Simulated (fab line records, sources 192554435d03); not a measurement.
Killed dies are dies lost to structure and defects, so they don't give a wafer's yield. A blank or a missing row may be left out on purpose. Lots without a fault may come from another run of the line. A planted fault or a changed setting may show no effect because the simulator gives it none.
One fault seen from 2 desks | flow n5_finfet | each desk has only its own numbers; what lay behind them comes last

THE METROLOGY DESK
What the gauges read, lot by lot, whatever tool the lot ran on: means of the sampled wafers that have a number. A lot is out of limits, marked OUT, if its mean lies more than 4 standard deviations from the usual mean; the brackets give that distance.
Columns: A = M11_RS at N5_BEOL_M11_RS_MEAS_57, usual 0.153 ohm/sq; B = M12_ILD_THK at N5_BEOL_M12_THK_MEAS_01, usual 659 nm; C = V11_OVL at N5_BEOL_M12_OVL_MEAS_11, usual -5 nm
lot  | first seen here | A     | B   | C
L437 | day 10 08:54    | 0.151 | 660 | -4
L439 | day 10 22:54    | 0.151 | 655 | -7
L440 | day 11 14:47    | 0.155 | 665 | -6
L442 | day 12 06:48    | 0.152 | 661 | -3
L444 | day 12 12:01    | 0.155 | 654 | -4
L446 | day 13 01:08    | 0.155 | 661 | -8
L447 | day 13 14:29    | 0.159 | 662 | -10
L454 | day 14 22:11    | 0.154 | 688 | -5
L458 | day 15 21:47    | 0.151 | 659 | -5
L460 | day 16 08:50    | 0.152 | 650 | -8
This desk's finding: nothing out of limits on any of the 10 lots.

THE TOOL OWNER'S DESK: pecvd-02
The tool's own readings at N5_BEOL_M12_ILD_DEP_00 (deposits SiOC from DEMS/O2, target thk 658.92 nm, time 130.7 s): means of the sampled wafers that have a number, for each lot that ran on this tool. A lot is out of limits, marked OUT, if its mean lies more than 4 standard deviations from the usual mean; the brackets give that distance.
Columns: A = heater_power_w at N5_BEOL_M12_ILD_DEP_00, usual 495 W; B = rf_fwd_power_W at N5_BEOL_M12_ILD_DEP_00, usual 497.6 W; C = run_length_s at N5_BEOL_M12_ILD_DEP_00, usual 175.2 s; D = showerhead_plenum_p_Torr at N5_BEOL_M12_ILD_DEP_00, usual 5.690 Torr; E = throttle_valve_pct at N5_BEOL_M12_ILD_DEP_00, usual 11.9 %
lot  | first seen here | A   | B     | C               | D     | E
L439 | day 10 22:58    | 459 | 497.9 | 175.5           | 5.663 | 12.1
L447 | day 13 14:35    | 456 | 499.1 | 175.4           | 5.674 | 12.3
L454 | day 14 22:14    | 466 | 498.8 | 181.7 (+13) OUT | 5.684 | 11.8
This desk's finding: out of limits on L454; first on L454, day 14 22:14 (run_length_s at N5_BEOL_M12_ILD_DEP_00). In limits: L439, L447.

PUT TOGETHER
The tool owner's desk could have raised an alarm at day 14 22:14, on L454.
The metrology desk saw nothing out of limits.
The metrology desk has L454 on record, within its limits.
Of the lots named, all ran N5_BEOL_M12_ILD_DEP_00 on pecvd-02.

WHAT THE SIMULATOR HAD PUT IN
Process parameter drift: pecvd-02, from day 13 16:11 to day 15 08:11, at N5_BEOL_M12_ILD_DEP_00. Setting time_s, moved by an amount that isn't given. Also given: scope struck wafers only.
Lots struck among those shown: L454.
Hours from the fault's start to each desk's first reading out of limits: the tool owner's desk, 30.
